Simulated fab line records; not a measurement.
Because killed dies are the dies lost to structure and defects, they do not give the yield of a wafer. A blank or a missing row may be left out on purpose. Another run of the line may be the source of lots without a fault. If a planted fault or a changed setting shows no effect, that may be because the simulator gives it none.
Chamber matching    flow nand_harc    rie_diel-12 running NHARC_A_CONTACT_ETCH_90: 3 sister chambers
The step etches the open film in CH3F/O2, target depth 40 nm, time 85.7 s. 3 wafers are shown with their chamber, then 6 later ones without.

== EACH WAFER AND ITS CHAMBER ==
wafer   chamber  drypump_motor_current_A (A)
L438.2  0        5.2
L440.3  2        6.4
L440.4  3        5.7

== WAFERS MISSING THEIR CHAMBER ==
wafer   drypump_motor_current_A (A)
L441.3  6.4
L441.4  5.2
L441.5  6.4
L442.3  6.3
L442.4  5.7
L442.5  5.7

== WHICH CHAMBER EACH WENT THROUGH ==
wafer   from the rows above  in truth
L441.3  2                    2
L441.4  0                    0
L441.5  2                    2
L442.3  2                    2
L442.4  3                    3
L442.5  3                    3
Correct placement for 6 of the 6. Not placeable from these rows: 0. Placed wrongly: 0.
How it was worked out, from the rows above alone: a wafer's distance from a chamber is the root of the sum, over the readings, of the square of ((its reading less the chamber's mean) divided by the reading's scatter). The wafer belongs to the nearest chamber; if the next one is less than 2 further off, it can't be placed. A chamber's mean is the mean of its shown wafers. The scatter (one wafer shown for each chamber): square how far every hidden wafer sits from the nearest shown wafer, average those squares and take the square root.
